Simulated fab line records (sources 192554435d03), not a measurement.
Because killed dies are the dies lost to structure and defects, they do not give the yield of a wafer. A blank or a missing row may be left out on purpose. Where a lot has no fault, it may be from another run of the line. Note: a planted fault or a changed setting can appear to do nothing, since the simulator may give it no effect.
Matching of chambers / flow n5 finfet / N5_BEOL_M4_ETCH_77 on rie diel-01: 4 sister chambers
The step etches underlayer in N2/H2, target depth 6.5 nm, time 5.2 s. 4 wafers are shown with their chamber, then 11 later ones without.

== WAFERS, EACH WITH ITS CHAMBER ==
wafer=L084.3; chamber=2; showerhead plenum p Torr (Torr)=2.59
wafer=L085.3; chamber=1; showerhead plenum p Torr (Torr)=2.44
wafer=L085.6; chamber=3; showerhead plenum p Torr (Torr)=2.45
wafer=L089.1; chamber=0; showerhead plenum p Torr (Torr)=2.52

== WAFERS WHOSE CHAMBER IS MISSING ==
wafer=L089.3; showerhead plenum p Torr (Torr)=2.59
wafer=L089.4; showerhead plenum p Torr (Torr)=2.45
wafer=L090.2; showerhead plenum p Torr (Torr)=2.43
wafer=L090.5; showerhead plenum p Torr (Torr)=2.52
wafer=L090.6; showerhead plenum p Torr (Torr)=2.59
wafer=L095.1; showerhead plenum p Torr (Torr)=2.52
wafer=L095.2; showerhead plenum p Torr (Torr)=2.58
wafer=L095.3; showerhead plenum p Torr (Torr)=2.43
wafer=L097.2; showerhead plenum p Torr (Torr)=2.51
wafer=L097.4; showerhead plenum p Torr (Torr)=2.43
wafer=L097.5; showerhead plenum p Torr (Torr)=2.45

== EACH ONE'S CHAMBER ==
wafer=L089.3; from the rows above=2; in truth=2
wafer=L089.4; from the rows above=can't be placed: 3 or 1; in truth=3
wafer=L090.2; from the rows above=can't be placed: 1 or 3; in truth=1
wafer=L090.5; from the rows above=0; in truth=0
wafer=L090.6; from the rows above=2; in truth=2
wafer=L095.1; from the rows above=0; in truth=0
wafer=L095.2; from the rows above=2; in truth=2
wafer=L095.3; from the rows above=can't be placed: 1 or 3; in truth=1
wafer=L097.2; from the rows above=0; in truth=0
wafer=L097.4; from the rows above=can't be placed: 1 or 3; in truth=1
wafer=L097.5; from the rows above=can't be placed: 3 or 1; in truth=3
Correct placement for 6 of the 11. Can't be placed from these rows: 5 (the true chamber is among the candidates in 5). Number placed wrongly: 0.
How it was worked out, from the rows above alone: a wafer's distance from a chamber is the root of the sum, over the readings, of the square of ((its reading less the chamber's mean) divided by the reading's scatter). The wafer belongs to the nearest chamber; if the next one is less than 2 further off, it can't be placed. A chamber's mean is the mean of its shown wafers. The scatter: with one shown wafer a chamber, the root of the mean of the squares of how far each hidden wafer lies from its nearest shown one.
